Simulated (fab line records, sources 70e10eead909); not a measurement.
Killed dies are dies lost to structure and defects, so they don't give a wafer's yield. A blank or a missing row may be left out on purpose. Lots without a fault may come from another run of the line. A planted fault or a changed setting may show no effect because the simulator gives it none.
Chamber matching | flow nand_harc | NHARC_THIN_TSV_ETCH_15 on rie_si-01: 4 sister chambers
The step target depth 3000 nm, bosch target overetch cycles 2, bosch etch step 2.8 s. 8 wafers are shown with their chamber, then 8 later ones without.

WAFERS WITH THEIR CHAMBER
wafer  | chamber | drypump_motor_current_A (A)
L078.5 | 2       | 5.6
L084.5 | 2       | 5.6
L087.1 | 1       | 6.3
L087.3 | 0       | 5.8
L085.1 | 3       | 5.0
L085.3 | 1       | 6.4
L085.5 | 3       | 5.1
L091.1 | 0       | 5.9

WAFERS WITHOUT THEIR CHAMBER
wafer  | drypump_motor_current_A (A)
L091.3 | 5.0
L091.6 | 5.6
L097.1 | 5.9
L097.2 | 5.6
L097.3 | 5.1
L097.4 | 6.3
L097.5 | 5.6
L097.6 | 5.1

WHICH CHAMBER EACH WENT THROUGH
wafer  | from the rows above | in truth
L091.3 | 3                   | 3
L091.6 | 2                   | 2
L097.1 | 0                   | 0
L097.2 | 2                   | 2
L097.3 | 3                   | 3
L097.4 | 1                   | 1
L097.5 | 2                   | 2
L097.6 | 3                   | 3
Placed correctly: 8 of 8. Can't be placed from these rows: 0. Placed wrongly: 0.
How it was worked out, from the rows above alone: a wafer's distance from a chamber is the root of the sum, over the readings, of the square of ((its reading less the chamber's mean) divided by the reading's scatter). The wafer belongs to the nearest chamber; if the next one is less than 2 further off, it can't be placed. A chamber's mean is the mean of its shown wafers. The scatter: the root of (the sum of the squares of (reading less its chamber's mean) over the shown wafers, divided by (wafers less chambers)).
